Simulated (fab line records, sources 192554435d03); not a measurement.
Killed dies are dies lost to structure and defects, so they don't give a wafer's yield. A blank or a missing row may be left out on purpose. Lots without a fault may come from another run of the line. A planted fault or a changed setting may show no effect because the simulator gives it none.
Split-lot experiment | flow n5_finfet | 7 lots, 39 wafers read, on a route of 1938 steps

THE SPLIT
At N5_FIN_SAQP_PECVD_06 (deposits a-Si from SiH4/He, target thk 60 nm, time 48.1 s), the setting time_s was moved away from the recipe's 48.1 s on 9 of the 39 wafers read, by -30.2% to +20.1%. The other wafers ran this setting at the recipe's value.

FROM THE SPLIT TO THE READING: what the file shows between them, 5 steps
- N5_FIN_SAQP_THK_MEAS_07
- N5_FIN_SAQP_HM_DEP_72: deposits SiO2 from SiH4/N2O, target thk 12 nm, time 7.2 s
- N5_FIN_SAQP_COAT_49: time 60 s, resist thk 100 nm
- N5_FIN_SAQP_HM_OPEN_73: chemistry CHF3/O2, target SiO2, stops on a-Si, target depth 12 nm, time 16.8 s
- N5_FIN_SAQP_STRIP_74: strips in CHF3/O2

THE READING
oes_product_au, in a.u., at N5_FIN_SAQP_MANDREL_ETCH_22 (etches a-Si in HBr/Cl2, stops on SiNx, target depth 60 nm, bt time 10 s, time 30 s). Fault-free wafers of this fab line usually give 0.765 a.u., standard deviation 0.014 a.u..

wafer  | tool, chamber at the split | time_s as run, s | against the recipe | oes_product_au, a.u. | against lot-mates on the recipe
L075.1 | pecvd-04, 0                | 48.1             | recipe             | 0.774                | -
L075.2 | pecvd-04, 1                | 48.1             | recipe             | 0.749                | -
L075.3 | pecvd-04, 2                | 48.1             | recipe             | 0.771                | -
L075.4 | pecvd-04, 0                | 48.1             | recipe             | 0.783                | -
L075.5 | pecvd-04, 1                | 48.1             | recipe             | 0.765                | -
L075.6 | pecvd-04, 2                | 48.1             | recipe             | 0.771                | -
L078.1 | pecvd-04, 0                | 48.1             | recipe             | 0.779                | -
L078.4 | pecvd-04, 1                | 48.1             | recipe             | 0.765                | -
L078.6 | pecvd-04, 2                | 48.1             | recipe             | 0.782                | -
L079.1 | pecvd-03, 2                | 57.78            | +20.1%             | 0.864                | +0.097
L079.2 | pecvd-03, 0                | 48.1             | recipe             | 0.774                | -
L079.3 | pecvd-03, 1                | 57.78            | +20.1%             | 0.856                | +0.089
L079.4 | pecvd-03, 2                | 48.1             | recipe             | 0.755                | -
L079.5 | pecvd-03, 1                | 57.78            | +20.1%             | 0.845                | +0.078
L079.6 | pecvd-03, 0                | 48.1             | recipe             | 0.772                | -
L083.1 | pecvd-04, 2                | 48.1             | recipe             | 0.748                | -
L083.2 | pecvd-04, 1                | 33.55            | -30.2%             | 0.624                | -0.134
L083.3 | pecvd-04, 0                | 33.55            | -30.2%             | 0.613                | -0.145
L083.4 | pecvd-04, 0                | 33.55            | -30.2%             | 0.652                | -0.106
L083.5 | pecvd-04, 2                | 48.1             | recipe             | 0.754                | -
L083.6 | pecvd-04, 1                | 48.1             | recipe             | 0.771                | -
L084.1 | pecvd-01, 0                | 40.73            | -15.3%             | 0.693                | -0.082
L084.2 | pecvd-01, 1                | 48.1             | recipe             | 0.780                | -
L084.3 | pecvd-01, 2                | 48.1             | recipe             | 0.764                | -
L084.4 | pecvd-01, 2                | 40.73            | -15.3%             | 0.714                | -0.061
L084.5 | pecvd-01, 1                | 48.1             | recipe             | 0.780                | -
L084.6 | pecvd-01, 0                | 40.73            | -15.3%             | 0.702                | -0.073
L089.1 | pecvd-03, 1,2              | 48.1             | recipe             | 0.775                | -
L089.2 | pecvd-03, 0                | 48.1             | recipe             | 0.772                | -
L089.3 | pecvd-03, 1,2              | 48.1             | recipe             | 0.776                | -
L089.4 | pecvd-03, 2                | 48.1             | recipe             | 0.766                | -
L089.5 | pecvd-03, 1                | 48.1             | recipe             | 0.786                | -
L089.6 | pecvd-03, 0                | 48.1             | recipe             | 0.761                | -
L095.1 | pecvd-01, 0                | 48.1             | recipe             | 0.760                | -
L095.2 | pecvd-01, 1                | 48.1             | recipe             | 0.736                | -
L095.3 | pecvd-01, 2                | 48.1             | recipe             | 0.778                | -
L095.4 | pecvd-01, 2                | 48.1             | recipe             | 0.766                | -
L095.5 | pecvd-01, 1                | 48.1             | recipe             | 0.766                | -
L095.6 | pecvd-01, 0                | 48.1             | recipe             | 0.773                | -
Where a row lists several chambers, the file gives one row for several wafers and doesn't say which wafer went through which chamber.

THE FIT
A straight line over all 39 wafers: oes_product_au changes by +0.00446 a.u. for each +1% of time_s; r = +0.97; the points scatter about the line by 0.012 a.u..
The same after taking each lot's own level away (the mean of its wafers on the recipe; 39 wafers): +0.00433 a.u. for each +1%; r = +0.98; scatter 0.011 a.u..
On that fit, the largest move of time_s shifts the reading by 0.13 a.u..
The lots' own levels span 0.7577 to 0.7753 a.u., that is 1.3 times the standard deviation above.
So the lot-to-lot level changes the slope little: the two slopes agree.
Check: with one of the wafers moved furthest among these (-30.2%) left out of the fit, the line predicts -0.131 a.u. for it against its lot-mates. It came out at -0.134 a.u. against them.

THE WHOLE CHAIN: every reading that the file lists as answering this split, in the file's order
step                        | what it does                                                                       | reading                                                                           | change (the file's fit)                   | r (the file's)
N5_FIN_SAQP_PECVD_06        | deposits a-Si from SiH4/He, target thk 60 nm, time 48.1 s                          | a-Si_of_FIN_SAQP_PECVD_06.thk_nm (the simulator's own value, which no gauge read) | +0.58 nm for each +1% of the setting      | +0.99
N5_FIN_SAQP_THK_MEAS_07     |                                                                                    | thk_nm                                                                            | withheld for each +1% of the setting      | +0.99
N5_FIN_SAQP_MANDREL_ETCH_22 | etches a-Si in HBr/Cl2, stops on SiNx, target depth 60 nm, bt time 10 s, time 30 s | oes_product_au                                                                    | +0.00434 a.u. for each +1% of the setting | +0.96
N5_FIN_SAQP_MANDREL_ETCH_22 | etches a-Si in HBr/Cl2, stops on SiNx, target depth 60 nm, bt time 10 s, time 30 s | etch.depth_nm (the simulator's own value, which no gauge read)                    | +0.581 nm for each +1% of the setting     | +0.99

THE FILE'S OWN FIT
oes_product_au changes by +0.00434 a.u. for each +1% of time_s, r = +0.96.
